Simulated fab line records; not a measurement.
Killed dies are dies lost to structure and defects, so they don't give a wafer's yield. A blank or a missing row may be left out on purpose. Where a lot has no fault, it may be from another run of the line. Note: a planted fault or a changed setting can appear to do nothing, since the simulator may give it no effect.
fab line records	flow nand_harc
record: lots: 6	wafers: 18	last_day: 32
route steps=1302 shown A_STAIRCASE@801 END@1302
lots that met no fault: from a run of the same line without faults
start_h: the number of hours between the record's first day and the start of the first shown wafer of the lot	wait_h: hours elapsed since this lot's preceding step	" same as the row above	L1.1+2: one row covering several wafers at once	- no value, or no start given	* or withheld: withheld	< > ~ a bound
route shown NAME@n: names a module that has steps shown in the file, with the first one's number in the route	usual: mean/standard deviation of fault-free wafers	same: alike in all rows	chamber/n: place in a boat	sites: the reading at each site	_std_site: how widely they spread, as a standard deviation	_edge_site: mean of outer sites minus mean of inner sites	radius_mm: how far each site lies from the wafer's centre	mask NAME#n: copy n	behind: the most recent tool/chamber to have shaped the wafer	hold: why the lot went on hold/how many hours it stayed there/how the hold came to an end	device: transistor that didn't switch, given as n, p or np	end of line: tests run on the same wafers once the route is complete	a step without rows: its recipe alone	killed: dies that structure and defects cost at the first sort, which is not the same as the wafer's yield	map: a wafer's dies, marking killed ones x, the rest . and places with no die _
set.NAME: the run value of the setting; set.NAME@STEP: its run value at that earlier step	model.NAME: the simulator's own value behind a step, which no gauge read
lots seen at some steps along the route; tables by step, rows by wafer
services: the hour from which a tool's chamber was out of use, counted from the record's first day as start_h (under 0 if before that day), plus the number of hours and why
== steps ==
step: NHARC_A_STAIRCASE_EBR_285
step: NHARC_A_STAIRCASE_EXPOSE_286
recipe: na: 0.5	dose_mj: 25.01	mask_id: CHOP_100
step: NHARC_A_STAIRCASE_PEB_287
recipe: peb_temp_c: 115	peb_time_s: 130
step: NHARC_A_STAIRCASE_DEVELOP_288
recipe: time_s: 140
step: NHARC_A_STAIRCASE_HARDBAKE_290
recipe: temp_c: 120	time_s: 140
step: NHARC_A_STAIRCASE_DESCUM_291
recipe: time_s: 3	o2_flow_sccm: 200	ar_flow_sccm: 0	bias_power_w: 0	chemistry: O2
step: NHARC_A_STAIRCASE_ETCH_292
recipe: cf4_flow_sccm: 100	chf3_flow_sccm: 30	ar_flow_sccm: 0	rf_w: 500	bias_w: 200	chemistry: CF4/CHF3
usual: drypump_motor_current_A: 5.9/0.42	oes_product_au: 0.936/0.02	rf_vpp_V: 372/3.1	showerhead_plenum_p_Torr: 1.60/0.089	throttle_valve_pct: 16.803/0.0098
lot.wafer	tool	chamber	start_h	wait_h	drypump_motor_current_A	oes_product_au	rf_hours_counter_h	rf_vpp_V	showerhead_plenum_p_Torr	throttle_valve_pct
L681.2	rie_diel-03	3	450.99	0.1	6.6	0.917	47	372	1.69	16.803
L681.4	"	1	"	"	6.1	0.919	58	367	1.46	16.817
L681.5	"	3	"	"	6.6	0.918	-	375	1.69	16.788
L683.4	rie_diel-07	3	453.74	0.1	6.1	0.921	38	373	1.62	16.797
L683.3	"	0	"	"	5.9	0.921	53	373	1.63	16.790
L683.5	"	3	"	"	6.1	0.914	-	371	1.62	16.801
L690.2	rie_diel-07	1	517.96	0.1	5.8	0.928	17	374	1.68	16.802
L690.4	"	3	"	"	6.1	0.934	14	372	1.61	16.801
L690.6	"	1	"	"	5.8	0.931	-	374	1.68	16.817
L691.3	rie_diel-07	0	538.46	0.1	5.9	0.923	16	373	1.62	16.817
L691.2	"	2	"	"	5.7	0.921	18	365	1.46	16.806
L691.6	"	0	"	"	5.9	0.917	-	374	1.62	16.806
L692.3	rie_diel-03	0	546.17	0.1	5.6	0.929	22	367	1.47	16.808
L692.1	"	2	"	"	6.1	0.943	23	373	1.67	16.811
L692.6	"	0	"	"	5.7	0.923	-	367	1.47	16.822
L698.1	rie_diel-05	3	594.19	0.1	5.3	0.987	0	371	1.58	16.802
L698.2	"	1	"	"	5.5	0.957	0	368	1.49	16.809
L698.5	"	1	"	"	5.5	0.958	-	368	1.49	16.787
step: NHARC_A_STAIRCASE_HM_OPEN_460
recipe: o2_flow_sccm: 400	cos_flow_sccm: 20	ar_flow_sccm: 0	rf_w: 500	bias_w: 300	chemistry: O2/COS
step: NHARC_A_STAIRCASE_STRIP_461
recipe: o2_flow_sccm: 400	cos_flow_sccm: 20	ar_flow_sccm: 0	bias_w: 0	chemistry: O2/COS
step: NHARC_A_STAIRCASE_ETCH_452
recipe: target_depth_a: 300	overetch_a: 30	time_s: 16.5	ion_energy_ev: 100	cf4_flow_sccm: 80	o2_flow_sccm: 20	ar_flow_sccm: 0	rf_w: 300	bias_w: 100	chemistry: CF4/O2
usual: drypump_motor_current_A: 5.9/0.44	oes_product_au: 1.002/0.0094	rf_vpp_V: 198.5/1.8	showerhead_plenum_p_Torr: 1.37/0.076	throttle_valve_pct: 13.397/0.0089
same: time_s: 16.5
lot.wafer	tool	chamber	start_h	wait_h	drypump_motor_current_A	oes_product_au	rf_hours_counter_h	rf_vpp_V	showerhead_plenum_p_Torr	throttle_valve_pct
L683.4	rie_diel-07	1	-	-	5.8	1.000	56	200.8	1.43	13.380
L683.3	"	0	"	"	5.9	0.987	53	198.2	1.38	13.381
L683.5	"	2	"	"	5.7	1.002	-	195.0	1.24	13.410
L681.4	rie_diel-03	1	-	-	6.0	1.003	60	195.3	1.24	13.403
L681.2	"	3	"	"	6.7	1.008	51	198.2	1.43	13.396
L681.5	"	1	"	"	6.1	1.008	-	194.7	1.24	13.391
L690.4	rie_diel-07	0	-	-	6.0	1.003	12	198.2	1.38	13.390
L690.2	"	1	"	"	5.8	1.001	17	200.3	1.43	13.420
L690.6	"	1	"	"	5.8	0.999	-	199.9	1.43	13.399
L691.3	rie_diel-07	0	-	-	5.9	0.993	16	198.0	1.38	13.406
L691.2	"	2	"	"	5.7	0.992	18	194.5	1.24	13.378
L691.6	"	0	"	"	5.9	0.996	-	198.2	1.38	13.400
L692.1	rie_diel-03	2	-	-	6.0	1.019	24	200.9	1.42	13.387
L692.3	"	0	"	"	5.7	1.009	23	195.0	1.24	13.403
L692.6	"	2	"	"	6.1	1.001	-	199.0	1.42	13.406
L698.2	rie_diel-05	2	-	-	6.2	1.014	0	200.3	1.42	13.410
L698.1	"	3	"	"	5.3	1.017	0	198.3	1.34	13.403
L698.5	"	3	"	"	5.3	1.008	-	198.4	1.34	13.390
step: NHARC_A_STAIRCASE_ETCH_294
recipe: target_depth_a: 49890	time_s: 1211.6	ion_energy_ev: 800	c4f8_flow_sccm: 80	o2_flow_sccm: 60	ar_flow_sccm: withheld	rf_w: 600	bias_w: 3000	chemistry: C4F8/O2/Ar
step: NHARC_A_STAIRCASE_STRIP_295
recipe: o2_flow_sccm: 500	ar_flow_sccm: 0	bias_w: 0	chemistry: O2
usual: drypump_motor_current_A: 5.9/0.46	oes_product_au: 1.002/0.0087	rf_vpp_V: 58.0/0.93	showerhead_plenum_p_Torr: 3.58/0.2	throttle_valve_pct: 17.037/0.0088
lot.wafer	tool	chamber	start_h	wait_h	drypump_motor_current_A	oes_product_au	rf_hours_counter_h	rf_vpp_V	showerhead_plenum_p_Torr	throttle_valve_pct
L683.4	rie_diel-07	2	455.06	-	5.7	1.005	57	57.2	3.30	17.038
L683.3	"	1	"	"	5.8	1.010	56	57.8	3.77	17.038
L683.5	"	2	"	"	5.7	0.995	-	56.6	3.30	17.042
L681.4	rie_diel-03	1	455.21	-	6.1	1.003	61	57.3	3.28	17.033
L681.2	"	2	"	"	6.0	1.019	38	58.6	3.76	17.039
L681.5	"	0	"	"	5.7	1.007	-	57.8	3.30	17.036
L690.4	rie_diel-07	3	519.29	-	6.2	1.004	15	59.1	3.62	17.039
L690.2	"	1	"	"	5.8	1.011	18	59.0	3.76	17.044
L690.6	"	3	"	"	6.1	0.995	-	57.0	3.62	17.032
L691.3	rie_diel-07	0	539.79	-	5.9	1.004	17	58.7	3.64	17.041
L691.2	"	1	"	"	5.9	1.004	22	57.6	3.76	17.042
L691.6	"	0	"	"	5.9	0.991	-	57.2	3.64	17.040
L692.3	rie_diel-03	0	547.51	-	5.6	1.000	23	58.4	3.29	17.029
L692.1	"	2	"	"	6.0	1.005	24	56.6	3.74	17.036
L692.6	"	3	"	"	6.7	1.016	-	59.3	3.76	17.021
L698.2	rie_diel-05	0	595.80	-	4.7	0.994	0	57.8	3.58	17.033
L698.1	"	2	"	"	6.2	1.015	1	58.8	3.74	17.043
L698.5	"	3	"	"	5.3	1.012	-	59.3	3.54	17.044
step: NHARC_A_STAIRCASE_STRIP_296
recipe: time_s: 900	temp_c: 130	chemistry: SPM
step: NHARC_A_STAIRCASE_PRECLEAN_297
recipe: time_s: *	temp_c: 50	bath_age_min: 0	chemistry: SC1
step: NHARC_A_STAIRCASE_SRD_298
step: NHARC_A_STAIRCASE_HM_DEP_462
recipe: target_thk_a: 8000	temp_c: 400	material: aC
usual: throttle_valve_pct: 35.000/0.0088
lot.wafer	tool	chamber	start_h	wait_h	throttle_valve_pct
L683.3	acl_dep-01	0	456.76	0.9	35.015
L683.4	"	0	"	"	35.000
L683.5	"	0	"	"	35.000
L681.2	acl_dep-01	0	458.31	2.4	35.007
L681.4	"	0	"	"	34.994
L681.5	"	0	"	"	35.001
L690.2	acl_dep-01	0	524.04	4.0	35.003
L690.4	"	0	"	"	35.003
L690.6	"	0	"	"	34.980
L691.2	acl_dep-01	0	540.91	0.4	34.999
L691.3	"	0	"	"	35.002
L691.6	"	0	"	"	34.994
L692.1	acl_dep-02	0	548.32	0.1	34.990
L692.3	"	0	"	"	35.008
L692.6	"	0	"	"	35.003
L698.1	acl_dep-01	0	596.61	0.1	34.995
L698.2	"	0	"	"	34.993
L698.5	"	0	"	"	35.006
step: NHARC_A_STAIRCASE_DEP_301
recipe: target_thk_a: 300	target_thk_nm: 30	temp_c: 400	pressure_torr: 3.5	flow_sccm: 200	rf_w: 350	material: SiON
step: NHARC_A_STAIRCASE_DEHYDRATE_302
recipe: temp_c: 150	time_s: 120
step: NHARC_A_STAIRCASE_HMDS_303
recipe: time_s: 30
step: NHARC_A_STAIRCASE_COAT_304
recipe: spin_rpm: 1200
step: NHARC_A_STAIRCASE_SOFTBAKE_305
recipe: temp_c: 135	time_s: 170
step: NHARC_A_STAIRCASE_EBR_306
step: NHARC_A_STAIRCASE_EXPOSE_307
recipe: na: 0.5	dose_mj: 45.72	mask_id: CHOP_50
step: NHARC_A_STAIRCASE_PEB_308
recipe: peb_temp_c: 115	peb_time_s: 130
step: NHARC_A_STAIRCASE_DEVELOP_309
recipe: time_s: 140
step: NHARC_A_STAIRCASE_HARDBAKE_311
recipe: temp_c: 120	time_s: 140
step: NHARC_A_STAIRCASE_DESCUM_312
recipe: time_s: 3	o2_flow_sccm: 200	ar_flow_sccm: 0	bias_power_w: 0	chemistry: O2
step: NHARC_A_STAIRCASE_ETCH_313
recipe: cf4_flow_sccm: 100	chf3_flow_sccm: 30	ar_flow_sccm: 0	rf_w: 500	bias_w: 200	chemistry: CF4/CHF3
step: NHARC_A_STAIRCASE_HM_OPEN_463
recipe: o2_flow_sccm: 400	cos_flow_sccm: 20	ar_flow_sccm: 0	rf_w: 500	bias_w: 300	chemistry: O2/COS
step: NHARC_A_STAIRCASE_STRIP_464
recipe: o2_flow_sccm: 400	cos_flow_sccm: 20	ar_flow_sccm: 0	bias_w: 0	chemistry: O2/COS
step: NHARC_A_STAIRCASE_ETCH_453
recipe: target_depth_a: 300	overetch_a: 30	time_s: 16.5	ion_energy_ev: 100	cf4_flow_sccm: 80	o2_flow_sccm: 20	ar_flow_sccm: 0	rf_w: 300	bias_w: 100	chemistry: CF4/O2
step: NHARC_A_STAIRCASE_ETCH_315
recipe: target_depth_a: 25000	time_s: 607.1	ion_energy_ev: 800	c4f8_flow_sccm: 80	o2_flow_sccm: 60	ar_flow_sccm: withheld	rf_w: 600	bias_w: 3000	chemistry: C4F8/O2/Ar
usual: oes_product_au: 0.930/0.0084	rf_vpp_V: 1831/15
same: time_s: 607.1
lot.wafer	tool	chamber	start_h	wait_h	oes_product_au	rf_hours_counter_h	rf_vpp_V
L683.4	rie_diel-07	1	-	-	0.942	58	1845
L683.3	"	2	"	"	0.935	59	1811
L683.5	"	2	"	"	0.928	-	1809
L681.2	rie_diel-07	1	-	-	0.929	58	1844
L681.4	"	2	"	"	0.925	60	1809
L681.5	"	2	"	"	0.925	-	1811
L690.4	rie_diel-05	3	-	-	0.925	36	1829
L690.2	"	0	"	"	0.941	38	1830
L690.6	"	2	"	"	0.916	-	1842
L691.3	rie_diel-03	3	-	-	0.932	25	1843
L691.2	"	2	"	"	0.940	23	1842
L691.6	"	0	"	"	0.939	-	1810
L692.1	rie_diel-03	1	-	-	0.931	23	1847
L692.3	"	2	"	"	0.943	25	1843
L692.6	"	1	"	"	0.924	-	1847
L698.2	rie_diel-07	2	-	-	0.934	43	1806
L698.1	"	3	"	"	0.929	44	1832
L698.5	"	2	"	"	0.932	-	1807
step: NHARC_A_STAIRCASE_STRIP_316
recipe: o2_flow_sccm: 500	ar_flow_sccm: 0	bias_w: 0	chemistry: O2
step: NHARC_A_STAIRCASE_STRIP_317
recipe: time_s: 900	temp_c: 130	chemistry: SPM
step: NHARC_A_STAIRCASE_PRECLEAN_318
recipe: time_s: *	temp_c: 50	bath_age_min: 0	chemistry: SC1
step: NHARC_A_STAIRCASE_SRD_329
step: NHARC_A_STAIRCASE_ALD_415
recipe: target_thk_a: 300	pulse_time_s: 6	ald_cycles: 300	temp_c: 300	material: SiO2
usual: heater_power_w: 479/48	precursor_pulse_height_rel: 1.003/0.021
same: pulse_time_s: 6
lot.wafer	tool	chamber	start_h	wait_h	heater_power_w	precursor_pulse_height_rel
L683.4	ald_hk-03	3	461.42	0.1	480	0.981
L683.3	"	1	"	"	569	1.019
L683.5	"	3	"	"	504	1.006
L681.4	ald_hk-03	2	463.48	0.5	468	1.003
L681.2	"	3	"	"	496	1.002
L681.5	"	1	"	"	561	0.993
L690.2	ald_hk-02	0	528.76	0.5	506	1.012
L690.4	"	1	"	"	526	0.986
L690.6	"	3	"	"	487	1.006
L691.3	ald_hk-02	0	547.40	2.2	474	1.014
L691.2	"	3	"	"	483	1.009
L691.6	"	0	"	"	472	0.985
L692.3	ald_hk-03	1	553.40	0.3	563	1.020
L692.1	"	3	"	"	482	1.024
L692.6	"	1	"	"	550	1.043
L698.1	ald_hk-03	3	602.79	1.6	461	0.998
L698.2	"	0	"	"	403	1.005
L698.5	"	2	"	"	476	0.969
step: NHARC_A_STAIRCASE_ETCHBACK_416
recipe: target_depth_a: 360	time_s: 7.2	c4f8_flow_sccm: withheld	o2_flow_sccm: 8	ar_flow_sccm: withheld	rf_w: 600	bias_w: 800	chemistry: C4F8/O2/Ar
step: NHARC_END_SORT_01
recipe: temp_c: 25
usual: killed_at_array: 62/20	killed_at_other: 0.8/1.1	killed_at_periphery: 3.5/2.4	killed_dies: 66/21	killed_open: 3.5/1.9	killed_short: 2.5/1.7
same: gross_dies: 677
lot.wafer	tool	chamber	start_h	wait_h	killed_at_array	killed_at_other	killed_at_periphery	killed_dies	killed_open	killed_short
L690.2	prober-02	0	705.98	2.8	175	0	5	180	2	3
L690.4	prober-02	0	707.57	3.4	150	0	2	152	6	1
L690.6	prober-02	0	709.17	4.0	150	1	3	154	2	2
L691.2	prober-01	0	721.34	2.8	118	0	8	126	2	5
L691.3	prober-01	0	722.14	3.1	109	2	10	121	4	3
L691.6	prober-01	0	724.53	4.0	106	0	8	114	4	2
killed by level:class
L690.2 A_STAIRCASE:unspecified=90 A_CHANNEL_HOLE_D1:chamber_film_flake=34 A_SLIT:chamber_film_flake=23 A_CHANNEL_HOLE_D2:chamber_film_flake=20 A_CONTACT:chamber_film_flake=3 A_BONDPAD:chamber_film_flake=3 P_M2:chamber_film_flake=2 P_STI:geometric_particle:open=1
L690.4 A_STAIRCASE:unspecified=49 A_SLIT:chamber_film_flake=34 A_CHANNEL_HOLE_D1:chamber_film_flake=27 A_CHANNEL_HOLE_D2:chamber_film_flake=22 A_BONDPAD:chamber_film_flake=4 A_BLC:geometric_particle:open=3 P_GATE:chamber_film_flake=2 A_STAIRCASE:chamber_film_flake=2
L690.6 A_STAIRCASE:unspecified=44 A_SLIT:chamber_film_flake=40 A_CHANNEL_HOLE_D1:chamber_film_flake=31 A_CHANNEL_HOLE_D2:chamber_film_flake=24 A_ZERO_WELL:chamber_film_flake=2 A_CONTACT:chamber_film_flake=2 A_CHANNEL_HOLE_D2:geometric_particle:short=1 A_CHANNEL_HOLE_D2:geometric_particle:open=1
L691.2 A_STAIRCASE:unspecified=80 A_CHANNEL_HOLE_D1:chamber_film_flake=28 P_GATE:chamber_film_flake=4 P_STI:chamber_film_flake=3 A_CONTACT:chamber_film_flake=3 A_WL_FILL:geometric_particle:short=2 P_M0:geometric_particle:open=1 A_CHANNEL_HOLE_D2:geometric_particle:short=1
L691.3 A_STAIRCASE:unspecified=64 A_CHANNEL_HOLE_D1:chamber_film_flake=29 P_GATE:chamber_film_flake=9 A_SLIT:chamber_film_flake=4 A_CHANNEL_HOLE_D2:chamber_film_flake=3 A_DECK1_JOINT:geometric_particle:open=2 THIN_TSV:chamber_film_flake=2 A_ONON_D2:geometric_particle:short=1
L691.6 A_STAIRCASE:unspecified=63 A_CHANNEL_HOLE_D1:chamber_film_flake=33 P_ZERO_WELL:chamber_film_flake=3 A_CONTACT:chamber_film_flake=3 P_GATE:chamber_film_flake=2 P_M1:geometric_particle:open=1 P_M2:geometric_particle:open=1 A_CHANNEL_FILL_D1:geometric_particle:short=1
map L690.2 (x killed, . not)
____________.____________
_________......._________
_______...x......._______
______.............______
_____..............._____
____.................____
____.................____
___...................___
___................x..___
__.....................__
__.........x...........__
_................x......_
_........xx.......x....._
_..........x........xx.._
_........x.........xxx.x_
_.......xxxx.....xxxxx.x_
......x.xxxxx...xxxxx..x.
........xxxxxx..x..x.x..x
.......xxxxxxxx...xxxx.x.
......xxxxxxxxx....xxx...
.x....xxxxxxxxxx...x.xx..
_.x.x.xxxxxxxxxxxx.x.xx._
_....x.xxxxxxxxx........_
_....x.xxxxxxx......x..._
_.....xxxxxxxxxx........_
_.....xxxxxxxxxx........_
__.....xxxxxxxx.....x..__
__......xxxxx..........__
___.....xxxx.x........___
___....xxxxxx.........___
____...xxxxxx........____
____......xx....x....____
_____....x..x......._____
______...x.........______
_______.......x..._______
_________......._________
____________.____________
map L691.2 (x killed, . not)
____________.____________
_________......._________
_______..........._______
______.............______
_____.x.x..........._____
____.............x...____
____.................____
___......x.x....x.....___
___...................___
__.....................__
__.....................__
_......................._
_......................._
_............x.........._
_........x............x._
_........xxxx..........._
.......x.xxxxx.x....x....
........xxxxxx...........
.......xxxxxxxx.x........
......x.xxxxxxxx.........
.......xxxxxxxx.x........
_......xxxxxxxx........._
_......xxxxxxxx..x.x...._
_......xxxxxxxxx........_
_.x.....xxxxxx.........._
_.x.....xxxxxxxx........_
__.......xxxxx......x..__
__.......xxxxxx........__
___.....xxxxx.x.......___
___......x..x.........___
____.....x.x.........____
____...x.x....x......____
_____.....xx........_____
______.............______
_______......x..x._______
_________......._________
____________.____________
== services ==
tool	chamber	start_h	hours	kind
rie_diel-07	0	450.25	-	clean
rie_diel-07	1	450.25	-	clean
rie_diel-07	2	450.25	-	clean
rie_diel-07	3	450.25	-	clean
rie_diel-03	-	458.30	9.0	pm
rie_diel-05	-	466.57	7.1	repair
rie_diel-07	-	471.20	9.0	pm
rie_diel-07	0	471.20	9.0	vent_cycle
rie_diel-07	1	471.20	9.0	vent_cycle
rie_diel-07	2	471.20	9.0	vent_cycle
rie_diel-07	3	471.20	9.0	vent_cycle
rie_diel-03	1	477.21	2.8	repair
rie_diel-03	0	492.39	3.5	repair
rie_diel-07	0	497.96	6.9	repair
ald_hk-02	-	531.72	10.0	pm
rie_diel-05	1	535.89	5.3	repair
rie_diel-03	-	537.05	0.6	repair
ald_hk-02	-	549.08	0.8	repair
acl_dep-01	-	549.85	13.0	pm
rie_diel-05	0	553.50	2.5	repair
rie_diel-07	2	560.00	1.7	repair
rie_diel-03	0	568.97	94.2	repair
ald_hk-03	-	570.23	10.0	pm
rie_diel-05	-	583.75	9.0	pm
== key ==
first_sign: step: NHARC_END_SORT_01	reading: killed_dies	direction: up	sigmas: 3.6	usual: 66	struck: 141	wafers_moved: 5
effect: step: NHARC_END_SORT_01	reading: killed_at_array	direction: up	sigmas: 3.6	usual: 62	struck: 135	wafers_moved: 5
more_kills_born_at: NHARC_A_STAIRCASE_STRIP_295@rie_diel-07: 390
met_at NHARC_A_STAIRCASE_STRIP_295
struck_wafers L690.2,L690.4,L690.6,L691.2,L691.3,L691.6
tester_left_out L690,L691
onset_between 455.06 519.29
also_fits NHARC_A_STAIRCASE_ETCH_292:rie_diel-07,NHARC_A_STAIRCASE_ETCH_452:rie_diel-07,NHARC_A_STAIRCASE_ALD_415:ald_hk-02
fault: kind: chamber_particle_source	tool: rie_diel-07	chamber: -	onset_h: 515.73	steps: NHARC_A_STAIRCASE_STRIP_295	rate_per_visit_cm2: 1.058	end_h: 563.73
tester_left_out: of these lots the tester's yield and bins aren't shown, on N5 and GAA mostly nor the transistor test; their killed dies are dies lost to structure and defects alone, not to doping, threshold or leakage, so they don't give the yield
